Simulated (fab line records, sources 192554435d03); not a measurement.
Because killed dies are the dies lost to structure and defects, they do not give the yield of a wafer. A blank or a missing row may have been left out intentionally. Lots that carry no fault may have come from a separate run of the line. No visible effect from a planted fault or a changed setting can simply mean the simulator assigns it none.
Chamber matching | flow n5 finfet | N5_FIN_SAQP_HM_DEP_72 on pecvd-02 has 3 sister chambers
The step deposits SiO2 from SiH4/N2O, target thk 12 nm, time 7.2 s. 3 wafers are shown with their chamber, then 7 later ones without.

WAFERS, EACH WITH ITS CHAMBER
wafer  | chamber | showerhead plenum p Torr (Torr)
L080.5 | 2       | 8.14
L081.1 | 0       | 8.11
L081.2 | 1       | 8.03

WAFERS WITH NO CHAMBER GIVEN
wafer  | showerhead plenum p Torr (Torr)
L081.6 | 8.14
L088.2 | 8.14
L088.4 | 8.08
L088.6 | 8.16
L090.2 | 8.03
L090.3 | 8.14
L090.5 | 8.10

WHICH CHAMBER EACH ONE RAN IN
wafer  | from the rows above     | in truth
L081.6 | 2                       | 2
L088.2 | 2                       | 2
L088.4 | can't be placed: 0 or 1 | 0
L088.6 | 2                       | 2
L090.2 | 1                       | 1
L090.3 | 2                       | 2
L090.5 | 0                       | 0
Correctly placed: 6 of 7. Can't be placed from these rows: 1 (the true chamber is among the candidates in 1). Number placed wrongly: 0.
How it was worked out, from the rows above alone: a wafer's distance from a chamber is the root of the sum, over the readings, of the square of ((its reading less the chamber's mean) divided by the reading's scatter). If the next closest chamber is less than 2 further off than the closest, the wafer can't be placed; otherwise it belongs to the closest. Each chamber's mean is taken over the wafers shown for it. The scatter: root of mean squared gap, hidden wafer to nearest shown wafer, with one shown wafer a chamber.
